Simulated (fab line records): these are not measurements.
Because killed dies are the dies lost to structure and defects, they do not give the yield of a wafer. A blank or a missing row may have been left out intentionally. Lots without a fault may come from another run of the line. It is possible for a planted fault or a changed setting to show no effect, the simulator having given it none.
A lot that was struck, set against a sound lot || flow n5-finfet || 16 steps out of a route of 1938
Sound: the wafers L805.1, L805.2, L805.4. Wafers struck: L821.3, L821.5, L821.6. The cause is named last.
For every step that has rows: the tool of each side, followed by ch and its chambers, followed by its first start. Under that, the readings that differ: sound wafers || struck wafers || difference of the means || sigmas: that difference in standard deviations of wafers without a fault.
alike: words and numbers the same on both sides, and readings whose means are apart by under 2 such deviations; not compared: readings that were withheld, readings missing a value for some wafer, numbers with overlapping values and no deviation given by the record, and bounds like >300 which may hide the same value.
The two part at a step that has a row with sigmas, a row that says differs or no value, or rows on one side only. Numbers that don't overlap but have no deviation are shown without sigmas and don't part them. A reading that every wafer of one side lacks parts them only if that side has two wafers or more.

N5_BEOL_M1_PRE_CLEAN_60: time 15 s.
  sound on cvd-co-02 ch 0,1, day 6 16:02; struck on cvd-co-02 ch 0,1, day 10 13:02
  alike: heater-power-w
N5_BEOL_M1_CO_CAP_55: material Co, precursor CCTBA/H2, target thk 2 nm, time 102.1 s.
  sound on cvd-co-02 ch 0,1, day 6 16:04; struck on cvd-co-02 ch 0,1, day 10 13:05
  alike: heater-power-w
then, 2 steps without rows for these wafers: N5_BEOL_M1_PRE_CLEAN_56 (time 15 s); N5_BEOL_M1_DEP_57 (deposits SiCN from 3MS/NH3, target thk 8 nm, time 14 s).
N5_BEOL_M1_RS_MEAS_58: the measuring method here is four-point-probe.
  sound: film-metro-01 at day 6 16:15; struck: film-metro-02 at day 10 13:16
  alike: M1_RS
N5_BEOL_M1_INSPECT_59: inspects for defects (darkfield).
  sound: defect-inspect-02 at day 6 16:17; struck: defect-inspect-01 at day 10 13:17
  alike: raw-defect-count
N5_BEOL_M2_ILD_DEP_00: deposits SiOC from DEMS/O2, target thk 79 nm, time 15.3 s.
  sound on pecvd-02 ch 0,1, day 6 16:19; struck on pecvd-02 ch 0,1, day 10 13:19
  alike: heater-power-w, showerhead-plenum-p-Torr, throttle-valve-pct
N5_BEOL_M2_THK_MEAS_01:
  sound: film-metro-02 at day 6 16:23; struck: film-metro-01 at day 10 13:23
  alike: M2_ILD_THK
N5_BEOL_M2_PECVD_72: deposits SiO2 from TEOS/O2, target thk 16 nm, time 18 s.
  sound on pecvd-04 ch 0,1,2, day 6 16:25; struck on pecvd-02 ch 0,1,2, day 10 13:26
  alike: heater-power-w, showerhead-plenum-p-Torr, throttle-valve-pct
N5_BEOL_M2_HM_DEP_02: deposits TiN, target thk 20 nm.
  sound: pvd-sputter-01 at day 6 18:14; struck: pvd-sputter-02 at day 10 14:35
  alike: throttle-valve-pct
then, 2 steps without rows for these wafers: N5_BEOL_M2_COAT_61 (time 60 s, resist thk 60 nm); N5_BEOL_M2_COAT_62 (time 60 s, resist thk 12 nm).
N5_BEOL_M2_COAT_73: time 60 s, resist thk 5 nm.
  sound on litho-track-02 ch 0, day 6 18:22; struck on litho-track-02 ch 0, day 10 14:43
{"reading": "heater-power-total-W (W)", "sound": "391.5 394.0 393.1", "struck": "411.3 414.5 412.9", "difference": "+20.0", "sigmas": "+15"}
{"reading": "plate-temp-C (C)", "sound": "204.90 204.74 204.79", "struck": "214.60 214.52 214.39", "difference": "+9.69", "sigmas": "+65"}
then, 1 step without rows for these wafers: N5_BEOL_M2_COAT_05 (resist thk 30 nm).
-- record jumps: 2 days separate the struck wafers' starts on either side; left off in module BEOL_M2, taken up again in module BEOL_M4, whose first shown step is the route's number 1111 --
N5_BEOL_M4_RC_MEAS_101:
  sound on prober-02 ch 0, day 8 01:46; struck on prober-02 ch 0, day 13 00:07
  alike: DIBL_N, DIBL_P, IOFF_N, IOFF_P, ION_N, ION_P, SS_N, SS_P, VT_N, VT_P
-- record jumps: 4 days separate the struck wafers' starts on either side; left off in module BEOL_M4, taken up again in module PASSIVATION, whose first shown step is the route's number 1936 --
N5_PASSIVATION_PROBE_49:
  sound: prober-01 at day 12 21:29; struck: prober-01 at day 17 06:01
  alike: defect-limited-yield, killed_at_M0_to_M3, killed_at_M4_up, killed-at-contacts, killed-at-front-end, killed-at-other, killed-dies, killed-open, killed-short, sort_bin_5_function, sort_bin_6_memory, sort-n-pass, sort-yield-pct

== WHERE THEY PART ==
Only at N5_BEOL_M2_COAT_73, as far as this record shows. Later steps at which nothing parts them and some readings are alike: N5_BEOL_M4_RC_MEAS_101, N5_PASSIVATION_PROBE_49.

WHY: whatever the simulator had introduced
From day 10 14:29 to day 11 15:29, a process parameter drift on litho-track-02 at N5_BEOL_M2_COAT_73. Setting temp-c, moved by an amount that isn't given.
